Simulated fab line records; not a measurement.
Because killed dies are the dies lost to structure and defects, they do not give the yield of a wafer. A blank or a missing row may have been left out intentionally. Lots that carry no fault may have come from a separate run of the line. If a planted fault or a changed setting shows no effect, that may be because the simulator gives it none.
Chamber matching -- flow nand harc -- 3 sister chambers for NHARC_THIN_TSV_ETCH_44 on rie diel-13
The step etches the open film in CF4/O2, target depth 1594.2 nm, time 797.1 s. 14 wafers are shown with their chamber, then 7 later ones without.

== WAFERS, EACH WITH ITS CHAMBER ==
wafer,chamber,rf vpp V (V),drypump motor current A (A),oes product au (a.u.)
L700.2,0,787,5.2,1.009
L700.3,3,792,5.6,1.015
L700.6,3,792,5.7,1.021
L702.3,2,802,5.4,1.000
L702.4,3,794,5.6,1.009
L702.6,3,794,5.7,1.023
L713.4,0,787,5.2,1.006
L713.5,3,791,5.7,0.999
L713.6,2,801,5.4,1.009
L715.3,3,792,5.7,1.004
L715.4,0,787,5.3,1.005
L715.5,2,801,5.4,0.979
L717.2,0,786,5.3,0.993
L717.3,3,791,5.7,0.994

SIGNATURES (means of the wafers above)
reading,chamber 0,chamber 2,chamber 3,scatter within a chamber
rf vpp V,786.75,801.33,792.29,0.993
drypump motor current A,5.250,5.400,5.671,0.047
oes product au,1.00325,0.99600,1.00929,0.0111
Rule: a wafer's distance from a chamber is the root of the sum, over the readings, of the square of ((its reading less the chamber's mean) divided by the reading's scatter). If the next closest chamber is less than 2 further off than the closest, the wafer can't be placed; otherwise it belongs to the closest. How the scatter is found: for the shown wafers, subtract from each reading the mean of its chamber, square and add these, divide the total by (wafers less chambers), then take the root.

== WAFERS WITH NO CHAMBER GIVEN ==
wafer,rf vpp V (V),drypump motor current A (A),oes product au (a.u.)
L717.6,787,5.2,0.994
L719.2,791,5.7,1.003
L719.3,804,5.4,0.988
L719.5,792,5.7,0.999
L720.3,803,5.4,0.984
L720.5,803,5.4,0.994
L720.6,790,5.6,0.994

== WHICH CHAMBER EACH ONE RAN IN ==
wafer,from the rows above,in truth
L717.6,0,0
L719.2,3,3
L719.3,2,2
L719.5,3,3
L720.3,2,2
L720.5,2,2
L720.6,3,3
7 of 7 placed correctly. Left unplaced by these rows: 0. 0 placed wrongly.
